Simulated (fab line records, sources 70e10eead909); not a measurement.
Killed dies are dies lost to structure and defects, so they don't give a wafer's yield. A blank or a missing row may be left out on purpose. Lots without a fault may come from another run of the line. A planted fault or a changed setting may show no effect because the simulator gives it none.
A struck lot beside a sound one | flow nand_harc | 40 steps out of a route of 1302
Sound: wafers L273.3, L273.4, L273.6. Struck: wafers L284.2, L284.3, L284.6. The cause comes at the end.
At each step with rows: each side's tool, then ch and its chambers, then its first start. Under that, the readings that differ: sound wafers | struck wafers | difference of the means | sigmas: that difference in standard deviations of wafers without a fault.
alike: readings whose means differ by less than 2 such deviations, and words and numbers that are the same on both sides. not compared: withheld readings, readings that some wafer has no value for, bounds like >300 that may hide the same value, and numbers for which the record gives no deviation and whose values overlap.
The two part at a step that has a row with sigmas, a row that says differs or no value, or rows on one side only. Numbers that don't overlap but have no deviation are shown without sigmas and don't part them. A reading that every wafer of one side lacks parts them only if that side has two wafers or more.

first, 4 steps without rows for these wafers: NHARC_A_STAIRCASE_EXPOSE_247 (exposes mask SDS 1); NHARC_A_STAIRCASE_PEB_248 (peb time 130 s); NHARC_A_STAIRCASE_DEVELOP_249 (time 140 s); NHARC_A_STAIRCASE_HARDBAKE_251 (time 140 s).
NHARC_A_STAIRCASE_DESCUM_252: chemistry O2, time 3 s.
  sound on rie_diel-02 ch 2,3, day 17 08:28; struck on rie_diel-01 ch 0,1,3, day 21 09:17
  alike: drypump_motor_current_A, oes_product_au, rf_vpp_V, showerhead_plenum_p_Torr, throttle_valve_pct
  not compared: rf_hours_counter_h
NHARC_A_STAIRCASE_ETCH_253: etches the open film in C4F8/O2, target depth 50 nm, time 20.2 s.
  sound on rie_diel-02 ch 1,2,3, day 17 08:33; struck on rie_diel-01 ch 1,2,3, day 21 09:22
  alike: bias_w, oes_product_au, rf_vpp_V
  not compared: rf_hours_counter_h
NHARC_A_STAIRCASE_STRIP_254: strips in O2.
  sound on plasma_asher-02 ch 0,1, day 17 08:44; struck on plasma_asher-02 ch 0,1, day 21 09:27
  alike: drypump_motor_current_A, heater_power_w
  not compared: rf_hours_counter_h
then, 4 steps without rows for these wafers: NHARC_A_STAIRCASE_STRIP_255 (strips in SPM, time 900 s); NHARC_A_STAIRCASE_PRECLEAN_256 (cleans in SC1); NHARC_A_STAIRCASE_SRD_257; NHARC_A_STAIRCASE_HM_DEP_456 (deposits aC, target thk 3100 nm).
NHARC_A_STAIRCASE_DEP_259: deposits SiON, target thk 30 nm.
  sound on pecvd-02 ch 0,2, day 17 12:27; struck on pecvd-02 ch 0,1, day 21 12:09
  alike: heater_power_w, susceptor_temp_C
then, 9 steps without rows for these wafers: NHARC_A_STAIRCASE_DEHYDRATE_260 (time 120 s); NHARC_A_STAIRCASE_HMDS_261 (time 30 s); NHARC_A_STAIRCASE_COAT_262; NHARC_A_STAIRCASE_SOFTBAKE_263 (time 170 s); NHARC_A_STAIRCASE_EBR_264; NHARC_A_STAIRCASE_EXPOSE_265 (exposes mask CHOP 200); NHARC_A_STAIRCASE_PEB_266 (peb time 130 s); NHARC_A_STAIRCASE_DEVELOP_267 (time 140 s); NHARC_A_STAIRCASE_HARDBAKE_269 (time 140 s).
NHARC_A_STAIRCASE_DESCUM_270: chemistry O2, time 3 s.
  sound on rie_diel-01 ch 0,2, day 17 13:43; struck on rie_diel-02 ch 0,3, day 21 13:08
  alike: drypump_motor_current_A, oes_product_au, rf_vpp_V, showerhead_plenum_p_Torr, throttle_valve_pct
  not compared: rf_hours_counter_h
then, 3 steps without rows for these wafers: NHARC_A_STAIRCASE_ETCH_271 (etches the open film in CF4/CHF3); NHARC_A_STAIRCASE_HM_OPEN_457 (chemistry O2/COS); NHARC_A_STAIRCASE_STRIP_458 (strips in O2/COS).
NHARC_A_STAIRCASE_ETCH_451: etches the open film in CF4/O2, target depth 30 nm, overetch 3 nm, time 16.5 s.
  sound on rie_diel-01 ch 0,1,2; struck on rie_diel-02 ch 0,1,2
  alike: bias_w, drypump_motor_current_A, oes_o_777_au, oes_product_au, rf_vpp_V, showerhead_plenum_p_Torr, throttle_valve_pct
  not compared: rf_hours_counter_h
then, 13 steps without rows for these wafers: NHARC_A_STAIRCASE_ETCH_273 (etches the open film in C4F8/O2/Ar, target depth 10200 nm, time 2468.6 s); NHARC_A_STAIRCASE_STRIP_274 (strips in O2); NHARC_A_STAIRCASE_STRIP_275 (strips in SPM, time 900 s); NHARC_A_STAIRCASE_PRECLEAN_276 (cleans in SC1); NHARC_A_STAIRCASE_SRD_277; NHARC_A_STAIRCASE_HM_DEP_459 (deposits aC, target thk 1500 nm); NHARC_A_STAIRCASE_DEP_280 (deposits SiON, target thk 30 nm); NHARC_A_STAIRCASE_DEHYDRATE_281 (time 120 s); NHARC_A_STAIRCASE_HMDS_282 (time 30 s); NHARC_A_STAIRCASE_COAT_283; NHARC_A_STAIRCASE_SOFTBAKE_284 (time 170 s); NHARC_A_STAIRCASE_EBR_285; NHARC_A_STAIRCASE_EXPOSE_286 (exposes mask CHOP 100).
-- the record jumps here: 8 days lie between the struck wafers' starts before and after (it left off in module A_STAIRCASE and takes up again in module END, whose first step shown is number 1302 of the route) --
NHARC_END_SORT_01:
  the record has rows for the struck wafers here (prober-02 ch 0, day 29 06:14) and none for the sound ones

WHERE THEY PART
Only at NHARC_END_SORT_01, within this record.

WHY: what the simulator had put in
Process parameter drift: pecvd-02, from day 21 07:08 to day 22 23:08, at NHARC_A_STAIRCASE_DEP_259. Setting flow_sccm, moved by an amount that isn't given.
